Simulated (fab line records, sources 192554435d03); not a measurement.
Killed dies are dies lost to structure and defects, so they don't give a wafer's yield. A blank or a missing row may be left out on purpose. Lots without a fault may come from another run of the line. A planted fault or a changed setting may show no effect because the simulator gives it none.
Chamber matching | flow n5_finfet | N5_BEOL_M4_ILD_DEP_00 on pecvd-01: 3 sister chambers
The step deposits SiOC from DEMS/O2, target thk 79 nm, time 15.3 s. 3 wafers are shown with their chamber, then 10 later ones without.

WAFERS WITH THEIR CHAMBER
wafer  | chamber | throttle_valve_pct (%)
L080.1 | 2       | 11.7
L088.5 | 0       | 11.9
L090.4 | 1       | 12.3

WAFERS WITHOUT THEIR CHAMBER
wafer  | throttle_valve_pct (%)
L090.6 | 11.6
L094.1 | 11.9
L094.2 | 12.7
L094.4 | 11.8
L093.1 | 12.8
L093.2 | 11.7
L093.4 | 12.9
L095.2 | 11.7
L095.3 | 11.7
L095.4 | 12.8

WHICH CHAMBER EACH WENT THROUGH
wafer  | from the rows above          | in truth
L090.6 | can't be placed: 2 or 0 or 1 | 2
L094.1 | can't be placed: 0 or 2 or 1 | 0
L094.2 | can't be placed: 1 or 0 or 2 | 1
L094.4 | can't be placed: 0 or 2 or 1 | 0
L093.1 | can't be placed: 1 or 0 or 2 | 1
L093.2 | can't be placed: 2 or 0 or 1 | 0
L093.4 | can't be placed: 1 or 0 or 2 | 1
L095.2 | can't be placed: 2 or 0 or 1 | 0
L095.3 | can't be placed: 2 or 0 or 1 | 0
L095.4 | can't be placed: 1 or 0 or 2 | 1
Placed correctly: 0 of 10. Can't be placed from these rows: 10 (the true chamber is among the candidates in 10). Placed wrongly: 0.
How it was worked out, from the rows above alone: a wafer's distance from a chamber is the root of the sum, over the readings, of the square of ((its reading less the chamber's mean) divided by the reading's scatter). The wafer belongs to the nearest chamber; if the next one is less than 2 further off, it can't be placed. A chamber's mean is the mean of its shown wafers. The scatter: with one shown wafer a chamber, the root of the mean of the squares of how far each hidden wafer lies from its nearest shown one.
